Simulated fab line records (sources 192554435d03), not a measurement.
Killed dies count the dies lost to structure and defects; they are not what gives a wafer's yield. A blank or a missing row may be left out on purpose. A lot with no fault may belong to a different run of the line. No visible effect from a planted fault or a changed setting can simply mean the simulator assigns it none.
fab line records	flow n5_finfet
record lots=10	wafers=29	last_day=18
route steps=1938 shown BEOL_M2@910 BEOL_M4@1111 PASSIVATION@1936
lots that met no fault: taken from a fault-free run of the same line
start_h: start of the lot's first displayed wafer, in hours after the record's first day	wait_h: hours elapsed since this lot's preceding step	" same as the row above	L1.1+2: one row covering several wafers at once	- no value present, or no start provided	* or withheld: withheld	< > ~ a bound
route shown NAME@n: NAME is a module with steps in the file, n the number in the route of the first one	usual: average and standard deviation across the fault-free wafers	same: alike in all rows	chamber/n: place in a boat	sites: the reading at each site	_std_site: the values' standard deviation	_edge_site: the outer-site mean with the inner-site mean subtracted	radius_mm: how far each site lies from the wafer's centre	mask NAME#n: copy n	behind: the tool/chamber that last shaped the wafer	hold: why the lot was held/for how many hours/how that ended	device: names the non-switching transistor (n, p or np)	end of line: tests run on the same wafers once the route is complete	a step without rows: its recipe alone	killed: not the wafer's yield, but the dies lost to structure and defects at the first sort	map: the dies of a wafer, with x for killed, . for not killed, _ for no die there
set.NAME: setting as actually run; set.NAME@STEP: the setting as run at that earlier step	model.NAME: the simulator's own value behind a step, which no gauge read
the route's steps for a sample of lots (tables are steps, rows are wafers)
services: when a tool's chamber went out of use (start_h, in hours from the record's first day, below 0 if earlier), for how many hours, and the reason
## steps
# step N5_BEOL_M2_SPUTTER_86
# recipe material=Cu	target_thk_a=45	temp_c=-20	chamber_pressure_pa=0.07	power_w=withheld	time_s=8.29
# usual throttle_valve_pct=30.1/0.89
lot.wafer	tool	chamber	start_h	wait_h	throttle_valve_pct
L651.1	pvd_sputter-03	-	161.28	0.1	30.4
L651.2	"	-	"	"	30.3
L651.6	"	-	"	"	30.5
L652.3	pvd_sputter-03	-	163.44	0.1	30.3
L652.4	"	-	"	"	30.2
L652.5	"	-	"	"	30.2
L653.1	pvd_sputter-03	-	168.95	0.1	30.2
L653.2	"	-	"	"	30.4
L653.4	"	-	"	"	30.3
L655.1	pvd_sputter-03	-	175.99	0.1	30.4
L655.2	"	-	"	"	31.0
L655.6	"	-	"	"	30.3
L654.1	pvd_sputter-03	-	186.25	0.1	30.4
L654.6	"	-	"	"	30.2
L660.3	pvd_sputter-02	-	216.47	0.1	29.8
L660.4	"	-	"	"	30.5
L660.5	"	-	"	"	31.1
L662.3	pvd_sputter-01	-	227.41	0.1	30.8
L662.4	"	-	"	"	30.6
L662.6	"	-	"	"	28.2
L669.1	pvd_sputter-02	-	280.99	0.1	29.9
L669.3	"	-	"	"	31.3
L669.5	"	-	"	"	30.9
L671.3	pvd_sputter-01	-	284.75	0.1	30.0
L671.5	"	-	"	"	29.8
L671.6	"	-	"	"	30.7
L672.2	pvd_sputter-02	-	287.91	0.1	30.0
L672.3	"	-	"	"	28.2
L672.5	"	-	"	"	30.2
# step N5_BEOL_M2_SPUTTER_88
# recipe material=Cu	target_thk_a=45	temp_c=-20	chamber_pressure_pa=0.07	power_w=withheld	time_s=8.29
# usual throttle_valve_pct=30.1/0.89
lot.wafer	tool	chamber	start_h	wait_h	throttle_valve_pct
L651.1	pvd_sputter-03	-	161.50	0.1	30.4
L651.2	"	-	"	"	30.3
L651.6	"	-	"	"	30.0
L652.3	pvd_sputter-03	-	163.66	0.1	30.2
L652.4	"	-	"	"	29.9
L652.5	"	-	"	"	30.6
L653.1	pvd_sputter-03	-	169.17	0.1	30.2
L653.2	"	-	"	"	30.5
L653.4	"	-	"	"	30.5
L655.1	pvd_sputter-03	-	176.21	0.1	30.4
L655.2	"	-	"	"	31.1
L655.6	"	-	"	"	30.4
L654.1	pvd_sputter-03	-	186.47	0.1	30.3
L654.6	"	-	"	"	30.3
L660.3	pvd_sputter-02	-	216.69	0.1	29.7
L660.4	"	-	"	"	30.4
L660.5	"	-	"	"	31.2
L662.3	pvd_sputter-01	-	227.63	0.1	30.8
L662.4	"	-	"	"	30.9
L662.6	"	-	"	"	28.2
L669.1	pvd_sputter-02	-	281.21	0.1	30.1
L669.3	"	-	"	"	31.5
L669.5	"	-	"	"	31.2
L671.3	pvd_sputter-01	-	284.97	0.1	29.9
L671.5	"	-	"	"	29.9
L671.6	"	-	"	"	30.9
L672.2	pvd_sputter-02	-	288.13	0.1	30.2
L672.3	"	-	"	"	28.2
L672.5	"	-	"	"	30.6
# step N5_BEOL_M2_ANNEAL_89
# recipe temp_c=400	time_s=240	ambient=vacuum
# usual heater_power_w=812/88	susceptor_temp_C_max=401.0/0.46
lot.wafer	tool	chamber	start_h	wait_h	heater_power_w	susceptor_temp_C_max
L651.1	pvd_sputter-03	-	161.58	0.0	811	401.2
L651.2	"	-	"	"	648	400.4
L651.6	"	-	"	"	728	401.1
L652.3	pvd_sputter-03	-	163.74	0.0	807	401.2
L652.4	"	-	"	"	650	400.6
L652.5	"	-	"	"	846	401.4
L653.1	pvd_sputter-03	-	169.25	0.0	747	401.3
L653.2	"	-	"	"	819	401.2
L653.4	"	-	"	"	737	401.4
L655.1	pvd_sputter-03	-	176.29	0.0	736	401.1
L655.2	"	-	"	"	837	400.3
L655.6	"	-	"	"	666	400.4
L654.1	pvd_sputter-03	-	186.55	0.0	839	401.6
L654.6	"	-	"	"	814	401.1
L660.3	pvd_sputter-02	-	216.77	0.0	783	401.5
L660.4	"	-	"	"	919	400.9
L660.5	"	-	"	"	849	401.1
L662.3	pvd_sputter-01	-	227.71	0.0	880	400.8
L662.4	"	-	"	"	818	401.3
L662.6	"	-	"	"	751	401.0
L669.1	pvd_sputter-02	-	281.29	0.0	790	400.9
L669.3	"	-	"	"	855	402.3
L669.5	"	-	"	"	833	402.3
L671.3	pvd_sputter-01	-	285.05	0.0	765	400.6
L671.5	"	-	"	"	760	400.3
L671.6	"	-	"	"	882	401.1
L672.2	pvd_sputter-02	-	288.21	0.0	908	400.5
L672.3	"	-	"	"	987	400.5
L672.5	"	-	"	"	913	400.5
# step N5_BEOL_M2_ECD_50
# recipe material=Cu	target_thk_a=3000
lot.wafer	tool	chamber	start_h	wait_h
L651.1+2+6	ecd_cu-01	0,1,1	162.49	0.1
L652.3+4+5	ecd_cu-02	1,0,1	164.67	0.1
L653.1+2+4	ecd_cu-02	0,1,1	170.17	0.1
L655.1+2+6	ecd_cu-01	0,1,1	177.20	0.1
L654.1+6	ecd_cu-01	1,0	187.46	0.1
L660.3+4+5	ecd_cu-02	1,0,0	217.71	0.1
L662.3+4+6	ecd_cu-01	0,1,0	228.65	0.1
L669.1+3+5	ecd_cu-02	0,0,1	282.21	0.1
L671.3+5+6	ecd_cu-02	0,0,1	285.98	0.1
L672.2+3+5	ecd_cu-01	0	289.13	0.1
# step N5_BEOL_M2_CMP_52
# recipe stop_on=SiOC	t_overpolish_s=6.8	down_force_psi=1	platen_rpm=50	clearing_platen_down_force_psi=1.5	clearing_platen_rpm=50	post_cmp_clean=cu_alkaline	target_thk_nm=40	clearing_platen_pad_velocity_m_s=0.99484	pad_velocity_m_s=0.99484
# usual motor_current_A=6.4/0.68	time_to_endpoint_s=62/4.1
lot.wafer	tool	chamber	start_h	wait_h	motor_current_A	time_to_endpoint_s
L651.2	cmp-04	2	163.49	0.4	6.8	58
L651.1	"	3	"	"	5.9	60
L651.6	"	2	"	"	6.6	56
L652.4	cmp-02	2	165.03	0.1	6.1	4
L652.3	"	1	"	"	5.5	1
L652.5	"	2	"	"	6.5	1
L653.2	cmp-03	0	170.59	0.2	5.1	2
L653.1	"	1	"	"	5.6	0
L653.4	"	2	"	"	6.0	3
L655.1	cmp-03	0	177.62	0.3	5.5	1
L655.2	"	1	"	"	5.4	0
L655.6	"	3	"	"	6.8	8
L654.1	cmp-04	2	187.95	0.4	6.9	58
L654.6	"	3	"	"	5.7	60
L660.4	cmp-04	0	218.66	0.2	6.8	62
L660.3	"	1	"	"	7.3	56
L660.5	"	2	"	"	6.9	55
L662.4	cmp-04	3	229.11	0.1	5.7	60
L662.3	"	1	"	"	7.4	57
L662.6	"	3	"	"	5.9	62
L669.1	cmp-04	0	282.84	0.3	7.3	66
L669.3	"	1	"	"	6.9	61
L669.5	"	3	"	"	5.7	67
L671.3	cmp-04	2	286.34	0.2	7.1	56
L671.5	"	2	"	"	7.1	59
L671.6	"	3	"	"	5.6	63
L672.2	cmp-03	2	289.50	0.2	5.8	66
L672.3	"	0	"	"	5.6	62
L672.5	"	2	"	"	5.9	64
# step N5_BEOL_M4_RC_MEAS_101
# usual DIBL_N=35.8/2.2	DIBL_P=35.3/2.7	IOFF_N=0.16/0.043	IOFF_P=0.21/0.043	ION_N=676/15	ION_P=463/9.1	SS_N=71.4/0.77	SS_P=73.0/0.79	VT_N=250/4	VT_P=-249.8/2.8
lot.wafer	tool	chamber	start_h	wait_h	DIBL_N[mV/V]	DIBL_P[mV/V]	IOFF_N[nA/um]	IOFF_P[nA/um]	ION_N[uA/um]	ION_P[uA/um]	SS_N[mV/dec]	SS_P[mV/dec]	VT_N[mV]	VT_P[mV]
L651.1	prober-02	0	193.49	0.0	29.6	29.3	0.08	0.13	641	453	70.4	72.0	259	-254.3
L651.2	"	0	"	"	38.5	39.2	0.23	0.27	693	474	71.8	74.0	244	-245.1
L651.6	"	0	"	"	38.8	39.7	0.24	0.27	691	465	72.6	74.1	245	-245.0
L654.1	prober-02	0	216.24	0.0	37.4	36.2	0.17	0.24	681	474	71.5	73.3	251	-248.1
L654.6	"	0	"	"	38.7	38.2	0.19	0.28	695	475	72.6	73.8	247	-247.4
L660.3	prober-01	0	251.10	0.3	36.1	37.7	0.16	0.24	691	475	71.5	73.4	248	-245.8
L660.4	"	0	"	"	35.0	34.5	0.13	0.19	675	465	71.2	72.5	253	-250.0
L660.5	"	0	"	"	38.0	38.7	0.19	0.27	686	470	72.1	73.5	249	-247.0
L662.3	prober-01	0	262.66	0.3	40.6	39.8	0.27	0.30	704	478	72.7	75.1	240	-246.0
L662.4	"	0	"	"	32.5	31.5	0.11	0.16	668	460	70.4	72.3	253	-252.3
L662.6	"	0	"	"	39.4	38.9	0.24	0.28	703	475	71.9	74.9	244	-246.3
L669.1	prober-01	0	309.86	0.0	34.8	32.2	0.11	0.18	671	458	71.5	72.6	254	-251.6
L669.3	"	0	"	"	34.6	30.8	0.10	0.16	649	457	71.3	72.3	258	-251.8
L669.5	"	0	"	"	37.2	34.4	0.14	0.21	669	468	71.7	73.1	252	-248.4
L671.3	prober-01	0	314.68	0.3	35.3	33.6	0.14	0.21	667	466	71.1	72.9	249	-250.5
L671.5	"	0	"	"	35.0	31.5	0.12	0.16	660	459	71.0	72.0	254	-252.2
L671.6	"	0	"	"	35.3	33.0	0.14	0.18	682	466	71.3	72.1	251	-250.8
L672.2	prober-02	0	316.96	0.2	32.9	32.4	0.11	0.15	637	436	70.9	71.5	255	-254.5
L672.3	"	0	"	"	33.3	34.0	0.13	0.18	674	458	71.1	72.9	248	-248.6
L672.5	"	0	"	"	36.5	36.4	0.17	0.21	658	450	72.3	73.1	249	-250.6
# step N5_PASSIVATION_PROBE_49
# usual defect_limited_yield=91.1/1.4	killed_at_M0_to_M3=34/11	killed_at_M4_up=14/5.6	killed_at_contacts=13/5.9	killed_at_front_end=40/11	killed_at_other=4/3.1	killed_dies=105/16	killed_on_rim=14/4.2	killed_open=68/11	killed_short=34/8.4	sort_bin_5_function=5.2/0.86	sort_bin_6_memory=3.2/0.7	sort_bin_8_speed=0.1/1.1	sort_n_pass=1074/21	sort_yield_pct=91.0/1.8
# same gross_dies=1180	killed_at_back_side=0	sort_bin_4_leakage[%]=0
lot.wafer	tool	chamber	start_h	wait_h	defect_limited_yield[%]	killed_at_M0_to_M3	killed_at_M4_up	killed_at_contacts	killed_at_front_end	killed_at_other	killed_dies	killed_on_rim	killed_open	killed_short	sort_bin_5_function[%]	sort_bin_6_memory[%]	sort_bin_8_speed[%]	sort_n_pass	sort_yield_pct[%]
L653.1	prober-02	-	299.52	0.0	0	1105	23	26	26	0	1180	152	62	26	96.5	3.3	0	0	0
L653.2	prober-02	-	299.57	0.1	0	1117	10	20	33	0	1180	152	56	30	96.9	3.0	0	0	0
L653.4	prober-02	-	299.67	0.2	0	1108	13	21	37	1	1180	152	65	47	96.3	3.1	0	0	0
L652.3	prober-01	-	300.18	0.1	0	1123	14	9	31	3	1180	152	56	27	97.7	2.1	0	0	0
L652.4	prober-01	-	300.23	0.2	0	1130	10	11	27	2	1180	152	52	29	97.5	2.3	0	0	0
L652.5	prober-01	-	300.28	0.2	0	1135	8	4	28	5	1180	152	49	35	97.2	2.5	0	0	0
L655.1	prober-01	-	317.45	0.0	0	1117	10	7	40	6	1180	152	67	34	96.9	2.6	0	0	0
L655.2	prober-01	-	317.50	0.1	0	1097	20	16	46	1	1180	152	67	39	96.2	3.6	0	0	0
L655.6	prober-01	-	317.70	0.3	0	1107	10	13	48	2	1180	152	56	41	96.6	3.1	0	0	0
L660.3	prober-02	-	353.92	0.1	90.6	44	11	12	40	4	111	9	70	41	5.5	3.4	0	1069	90.6
L660.4	prober-02	-	353.97	0.2	88.6	61	16	8	46	4	135	22	81	54	6.6	4.6	0	1045	88.6
L660.5	prober-02	-	354.02	0.2	93.6	36	8	8	23	0	75	8	47	28	3.9	2.3	0	1105	93.6
L662.3	prober-01	-	389.35	0.1	89.6	33	18	18	53	1	123	15	81	38	5.7	4.1	0.1	1057	89.6
L662.4	prober-01	-	389.40	0.2	91.5	38	15	12	29	6	100	14	69	31	5.1	3.0	0	1080	91.5
L662.6	prober-01	-	389.50	0.3	91.9	34	14	6	40	1	95	15	57	37	5.2	2.7	0	1085	91.9
L669.1	prober-02	-	429.63	1.2	90.7	27	10	8	63	2	110	18	65	45	5.5	3.5	0	1070	90.7
L669.3	prober-02	-	429.73	1.3	92.8	32	12	11	28	2	85	12	57	26	4.6	2.2	0	1095	92.8
L669.5	prober-02	-	429.83	1.4	91.0	26	21	11	43	5	106	15	65	39	5.6	2.9	0	1074	91.0
L672.2	prober-02	-	442.85	0.1	87.8	27	25	17	69	6	144	19	96	48	6.7	5.2	0.8	1026	86.9
L672.3	prober-02	-	442.90	0.1	90.4	30	27	12	40	4	113	18	74	39	5.3	3.9	0	1067	90.4
L672.5	prober-02	-	443.00	0.2	91.5	20	25	9	45	1	100	12	70	29	5.4	2.8	0	1080	91.5
# killed by level:class
L653.1 BEOL_M2:area_ecd=1091 MOL_CONTACT_COAG:geometric_particle:open=19 FIN_SAQP:geometric_particle:open=9 BEOL_M4:geometric_particle:open=9 FIN_SAQP:geometric_particle:short=7 MOL_CONTACT_COAG:geometric_particle:short=7 DUMMY_GATE:geometric_particle:open=4 BEOL_M8:geometric_particle:open=4
L653.2 BEOL_M2:area_ecd=1092 MOL_CONTACT_COAG:geometric_particle:open=14 GATE_CUT:geometric_particle:short=6 MOL_CONTACT_COAG:geometric_particle:short=6 BEOL_M0_SAQP:geometric_particle:short=6 BEOL_M0:geometric_particle:open=6 FIN_SAQP:geometric_particle:short=5 FIN_SAQP:geometric_particle:open=5
L653.4 BEOL_M2:area_ecd=1067 MOL_CONTACT_COAG:geometric_particle:open=15 FIN_SAQP:geometric_particle:short=13 FIN_SAQP:geometric_particle:open=9 BEOL_M0_SAQP:geometric_particle:short=8 MOL_CONTACT_COAG:geometric_particle:short=6 BEOL_M1:geometric_particle:open=6 BEOL_M3:geometric_particle:open=6
L652.3 BEOL_M2:area_ecd=1096 BEOL_M0_SAQP:geometric_particle:open=10 MOL_CONTACT_COAG:geometric_particle:open=7 BEOL_M2:geometric_particle:open=7 DUMMY_GATE:geometric_particle:open=6 BEOL_M0_SAQP:geometric_particle:short=5 FIN_SAQP:geometric_particle:short=4 STARTING-WAFER:geometric_particle:short=4
L652.4 BEOL_M2:area_ecd=1099 BEOL_M0_SAQP:geometric_particle:short=12 MOL_CONTACT_COAG:geometric_particle:open=10 FIN_SAQP:geometric_particle:open=6 STI_FIN_REVEAL:geometric_particle:open=6 FIN_SAQP:geometric_particle:short=5 BEOL_M2:geometric_particle:open=5 BEOL_M5:geometric_particle:open=4
L652.5 BEOL_M2:area_ecd=1095 BEOL_M2:geometric_particle:open=14 BEOL_M0_SAQP:geometric_particle:short=10 FIN_SAQP:geometric_particle:open=8 FIN_SAQP:geometric_particle:short=6 BEOL_M2:geometric_particle:short=6 BEOL_M0_SAQP:geometric_particle:open=5 BEOL_M7:geometric_particle:open=4
L655.1 BEOL_M2:area_ecd=1079 FIN_SAQP:geometric_particle:open=14 BEOL_M1:geometric_particle:open=11 BEOL_M4:geometric_particle:open=9 FIN_SAQP:geometric_particle:short=8 MOL_CONTACT_COAG:geometric_particle:open=6 BEOL_M0_SAQP:geometric_particle:short=5 BEOL_M0_SAQP:geometric_particle:open=5
L655.2 BEOL_M2:area_ecd=1072 FIN_SAQP:geometric_particle:open=18 MOL_CONTACT_COAG:geometric_particle:open=10 BEOL_M4:geometric_particle:open=10 STARTING-WAFER:geometric_particle:open=7 MOL_CONTACT_COAG:geometric_particle:short=6 BEOL_M0_SAQP:geometric_particle:short=6 BEOL_M0_SAQP:geometric_particle:open=6
L655.6 BEOL_M2:area_ecd=1082 FIN_SAQP:geometric_particle:short=19 FIN_SAQP:geometric_particle:open=13 MOL_CONTACT_COAG:geometric_particle:open=10 BEOL_M0:geometric_particle:open=6 BEOL_M4:geometric_particle:open=6 GATE_CUT:geometric_particle:short=4 BEOL_M0_SAQP:geometric_particle:short=4
L660.3 BEOL_M0_SAQP:geometric_particle:short=16 BEOL_M0_SAQP:geometric_particle:open=11 MOL_CONTACT_COAG:geometric_particle:open=11 STI_FIN_REVEAL:geometric_particle:open=9 GATE_CUT:geometric_particle:short=9 FIN_SAQP:geometric_particle:open=6 BEOL_M2:geometric_particle:open=5 BEOL_M1:geometric_particle:open=5
L660.4 BEOL_M0_SAQP:geometric_particle:short=19 BEOL_M0_SAQP:geometric_particle:open=17 FIN_SAQP:geometric_particle:short=13 BEOL_M3:geometric_particle:open=12 BEOL_M4:geometric_particle:open=7 DUMMY_GATE:geometric_particle:open=6 GATE_CUT:geometric_particle:short=6 MOL_CONTACT_COAG:geometric_particle:open=6
L660.5 BEOL_M1:geometric_particle:open=9 BEOL_M0_SAQP:geometric_particle:open=7 FIN_SAQP:geometric_particle:short=6 BEOL_M2:geometric_particle:open=6 GATE_CUT:geometric_particle:short=5 FIN_SAQP:geometric_particle:open=4 MOL_CONTACT_COAG:geometric_particle:open=4 MOL_CONTACT_COAG:geometric_particle:short=4
L662.3 MOL_CONTACT_COAG:geometric_particle:open=15 BEOL_M1:geometric_particle:open=12 STI_FIN_REVEAL:geometric_particle:open=11 FIN_SAQP:geometric_particle:short=8 DUMMY_GATE:geometric_particle:open=8 BEOL_M0_SAQP:geometric_particle:open=5 BEOL_M4:geometric_particle:open=5 BEOL_M2:geometric_particle:open=5
L662.4 MOL_CONTACT_COAG:geometric_particle:open=12 BEOL_M0_SAQP:geometric_particle:short=9 DUMMY_GATE:geometric_particle:open=8 BEOL_M0_SAQP:geometric_particle:open=8 BEOL_M0:geometric_particle:open=6 BEOL_M4:geometric_particle:open=6 FIN_SAQP:geometric_particle:short=5 BEOL_M1:geometric_particle:open=4
L662.6 FIN_SAQP:geometric_particle:short=20 FIN_SAQP:geometric_particle:open=7 BEOL_M0_SAQP:geometric_particle:short=7 BEOL_M1:geometric_particle:open=7 BEOL_M4:geometric_particle:open=7 STI_FIN_REVEAL:geometric_particle:open=6 MOL_CONTACT_COAG:geometric_particle:open=6 BEOL_M0_SAQP:geometric_particle:open=6
L669.1 FIN_SAQP:geometric_particle:open=19 FIN_SAQP:geometric_particle:short=15 DUMMY_GATE:geometric_particle:open=7 BEOL_M0_SAQP:geometric_particle:open=7 MOL_CONTACT_COAG:geometric_particle:short=6 BEOL_M2:geometric_particle:open=6 STI_FIN_REVEAL:geometric_particle:open=5 GATE_CUT:geometric_particle:short=4
L669.3 BEOL_M0_SAQP:geometric_particle:open=9 BEOL_M3:geometric_particle:open=7 BEOL_M2:geometric_particle:open=6 MOL_CONTACT_COAG:geometric_particle:open=5 BEOL_M0_SAQP:geometric_particle:short=5 FIN_SAQP:geometric_particle:open=4 MOL_CONTACT_COAG:geometric_particle:short=4 STI_FIN_REVEAL:geometric_particle:open=4
L669.5 DUMMY_GATE:geometric_particle:open=10 FIN_SAQP:geometric_particle:short=8 MOL_CONTACT_COAG:geometric_particle:open=8 BEOL_M0_SAQP:geometric_particle:short=6 BEOL_M4:geometric_particle:open=6 BEOL_M1:geometric_particle:open=5 BEOL_M1:geometric_particle:short=5 BEOL_M5:geometric_particle:open=5
L672.2 FIN_SAQP:geometric_particle:open=27 FIN_SAQP:geometric_particle:short=25 BEOL_M4:geometric_particle:open=16 MOL_CONTACT_COAG:geometric_particle:open=13 BEOL_M2:geometric_particle:open=10 BEOL_M0_SAQP:geometric_particle:open=6 MOL_CONTACT_COAG:geometric_particle:short=4 BEOL_M5:geometric_particle:open=4
L672.3 FIN_SAQP:geometric_particle:short=17 MOL_CONTACT_COAG:geometric_particle:open=11 BEOL_M4:geometric_particle:open=11 FIN_SAQP:geometric_particle:open=9 BEOL_M3:geometric_particle:open=8 BEOL_M0_SAQP:geometric_particle:open=6 BEOL_M0_SAQP:geometric_particle:short=5 BEOL_M5:geometric_particle:open=5
L672.5 FIN_SAQP:geometric_particle:open=14 BEOL_M4:geometric_particle:open=14 FIN_SAQP:geometric_particle:short=12 BEOL_M3:geometric_particle:open=9 MOL_CONTACT_COAG:geometric_particle:open=8 STI_FIN_REVEAL:geometric_particle:open=6 DUMMY_GATE:geometric_particle:open=4 BEOL_M5:geometric_particle:open=4
## services
tool	chamber	start_h	hours	kind
pvd_sputter-03	-	138.10	13.5	repair
cmp-04	-	142.43	4.0	pm
cmp-04	-	146.43	-	consumable_replace:conditioner
cmp-04	-	146.43	-	consumable_replace:pad
cmp-02	-	153.93	0.7	repair
ecd_cu-02	-	172.25	9.1	repair
cmp-04	-	173.15	2.0	repair
cmp-04	-	176.37	6.5	pm
pvd_sputter-02	-	177.90	0.7	repair
cmp-04	-	183.67	2.0	repair
cmp-02	-	194.72	1.6	repair
cmp-03	-	209.31	0.3	repair
ecd_cu-01	-	210.35	0.3	repair
cmp-02	-	211.88	4.0	pm
cmp-02	-	215.88	-	consumable_replace:conditioner
cmp-02	-	215.88	-	consumable_replace:pad
cmp-04	-	230.79	1.2	repair
cmp-04	-	244.92	0.5	repair
ecd_cu-01	-	245.37	6.1	repair
cmp-02	-	248.49	1.5	repair
cmp-02	-	265.06	3.1	repair
cmp-02	-	288.20	4.3	pm
## key
first_sign step=N5_BEOL_M2_CMP_52	reading=time_to_endpoint_s	direction=down	sigmas=15	usual=*	struck=*
effect step=N5_PASSIVATION_PROBE_49	reading=sort_bin_5_function	direction=up	sigmas=99+	usual=5.2	struck=96.9
more_kills_born_at N5_BEOL_M2_ECD_50@ecd_cu-02=6540	N5_BEOL_M2_ECD_50@ecd_cu-01=3233
met_at N5_BEOL_M2_ECD_50
struck_lots L652,L653,L655
later_rows_left_out L652.3,L652.4,L652.5,L653.1,L653.2,L653.4,L655.1,L655.2,L655.6
not_acting_at N5_BEOL_M2_SPUTTER_86,N5_BEOL_M2_SPUTTER_88,N5_BEOL_M2_ANNEAL_89
onset_between 162.49 164.67
fault kind=skipped_step_whole	tool=ecd_cu-01,ecd_cu-02	chamber=-	onset_h=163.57	steps=N5_BEOL_M2_ECD_50	scope=struck_lots_only
# later_rows_left_out: the simulator's readings of these wafers behind a module that went badly wrong aren't trusted and aren't shown, but for the sort
